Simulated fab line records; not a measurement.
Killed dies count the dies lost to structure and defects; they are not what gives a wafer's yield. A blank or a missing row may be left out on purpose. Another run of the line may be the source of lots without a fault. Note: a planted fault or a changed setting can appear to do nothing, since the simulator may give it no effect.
Comparing a struck lot with a sound one    flow n5Finfet    36 steps out of a route of 1938
Sound: wafers L895.3, L895.4, L895.5. The struck wafers were L891.2, L891.4, L891.6. The cause is named last.
At each step with rows: each side's tool, then ch and its chambers, then its first start. Under that, the readings that differ: sound wafers    struck wafers    difference of the means    sigmas: that difference in standard deviations of wafers without a fault.
alike: readings whose means differ by less than 2 such deviations, and words and numbers that are the same on both sides. not compared: withheld readings, readings that some wafer has no value for, bounds like >300 that may hide the same value, and numbers for which the record gives no deviation and whose values overlap.
A row with sigmas, a row that says differs or no value, or rows on one side alone: a step with any of these is where the two part. When numbers do not overlap yet have no deviation, they are printed without sigmas and do not part them. Lack of a reading on every wafer of one side parts them only where that side has two or more wafers.

first, 9 steps without rows for these wafers: N5_BEOL_M4_ANNEAL_95 (time 240 s); N5_BEOL_M4_SPUTTER_96 (material Cu, target thk 4.5 nm, time 8.29 s); N5_BEOL_M4_ECD_50 (material Cu, target thk 300 nm); N5_BEOL_M4_ANNEAL_51 (time 90 s); N5_BEOL_M4_CMP_52 (polishes, stops on SiOC, t overpolish 6.8 s, target thk 40 nm); N5_BEOL_M4_PRE_CLEAN_60 (time 15 s); N5_BEOL_M4_CO_CAP_55 (material Co, precursor CCTBA/H2, target thk 2 nm, time 102.1 s); N5_BEOL_M4_PRE_CLEAN_56 (time 15 s); N5_BEOL_M4_DEP_57 (deposits SiCN from 3MS/NH3, target thk 8 nm, time 14 s).
N5_BEOL_M4_RC_MEAS_101:
  sound on prober-01 ch 0, day 13 07:12; struck on prober-02 ch 0, day 12 02:04
  alike: DIBL_N, DIBL_P, IOFF_N, IOFF_P, ION_N, ION_P, SS_N, SS_P, VT_N, VT_P
then, 24 steps without rows for these wafers: N5_BEOL_M5_ILD_DEP_00 (deposits SiCOH lowk from DEMS/porogen, target thk 140.64 nm, time 25.9 s); N5_BEOL_M5_CURE_79 (cures SiCOH lowk, time 240 s); N5_BEOL_M5_PECVD_70 (deposits SiO2 from TEOS/O2, target thk 16 nm, time 18 s); N5_BEOL_M5_HM_DEP_02 (deposits TiN, target thk 20 nm); N5_BEOL_M5_COAT_59 (time 60 s, resist thk 60 nm); N5_BEOL_M5_COAT_60 (time 60 s, resist thk 12 nm); N5_BEOL_M5_COAT_71 (time 60 s, resist thk 5 nm); N5_BEOL_M5_COAT_05 (resist thk 30 nm); N5_BEOL_M5_EBR_07; N5_BEOL_M5_SOFTBAKE_06 (time 60 s); N5_BEOL_M5_EXPOSE_08 (exposes mask M5, target cd 28 nm); N5_BEOL_M5_PEB_09 (peb time 60 s); N5_BEOL_M5_DEVELOP_10 (develop time 30 s); N5_BEOL_M5_DESCUM_16 (chemistry O2, time 7 s); N5_BEOL_M5_ETCH_72 (etches underlayer in N2/H2, target depth 6.5 nm, time 5.2 s); N5_BEOL_M5_ETCH_61 (etches SiARC in CF4, target depth 15.6 nm, time 26 s); N5_BEOL_M5_ETCH_62 (etches SOC in N2/H2, target depth 75 nm, overetch 15 nm, time 112.5 s); N5_BEOL_M5_STRIP_63 (strips in N2/H2); N5_BEOL_M5_STRIP_73 (strips in N2/H2); N5_BEOL_M5_STRIP_64 (strips in CF4); N5_BEOL_M5_HM_OPEN_17 (chemistry Cl2/BCl3, target TiN, target depth 20 nm, overetch 6 nm); N5_BEOL_M5_STRIP_19 (strips in O2); N5_BEOL_M5_COAT_65 (time 60 s, resist thk 60 nm); N5_BEOL_M5_COAT_66 (time 60 s, resist thk 12 nm).
-- the record jumps here: 3 days lie between the struck wafers' starts before and after (it left off in module BEOL_M5 and takes up again in module MIM_TOP, whose first step shown is number 1836 of the route) --
N5_MIM_TOP_ALD_02: deposits Al2O3, purge time 3 s, co reactant pulse time 3 s.
  sound on aldHk-02 ch 0,2, day 17 05:00; struck on aldHk-03 ch 0,1, day 15 13:00
reading                  sound              struck  difference                     sigmas
precursorPulseHeightRel  0.976 0.980 1.032  - - -   no value on the struck wafers  
N5_PASSIVATION_PROBE_49:
  sound on prober-01, day 17 18:33; struck on prober-01, day 16 02:56
reading                  sound           struck          difference  sigmas
defectLimitedYield (%)   94.1 92.1 92.6  79.1 87.1 82.5  -10.0       -6
killedAtFrontEnd         16 35 32        89 39 62        +36         +3
killedAtOther            7 3 9           71 48 51        +50         +17
killedDies               70 93 87        247 152 207     +119        +6
killedOnRim              16 10 12        59 33 42        +32         +8
killedOpen               48 66 52        116 66 102      +39         +3
killedShort              19 25 31        63 41 64        +31         +3
sort_bin_5_function (%)  2.7 4.2 4.4     14.7 8.7 11.3   +7.8        +7
sort_bin_6_memory (%)    3.0 3.4 3.0     5.8 3.9 5.8     +2.0        +3
sortNPass                1110 1087 1093  933 1028 973    -119        -6
sortYieldPct (%)         94.1 92.1 92.6  79.1 87.1 82.5  -10.0       -6
  alike: killed_at_M0_to_M3, killed_at_M4_up, killedAtContacts, sort_bin_8_speed

WHERE THEY PART
At N5_MIM_TOP_ALD_02 first; at N5_PASSIVATION_PROBE_49 last (within this record only).

WHY: the cause the simulator had injected
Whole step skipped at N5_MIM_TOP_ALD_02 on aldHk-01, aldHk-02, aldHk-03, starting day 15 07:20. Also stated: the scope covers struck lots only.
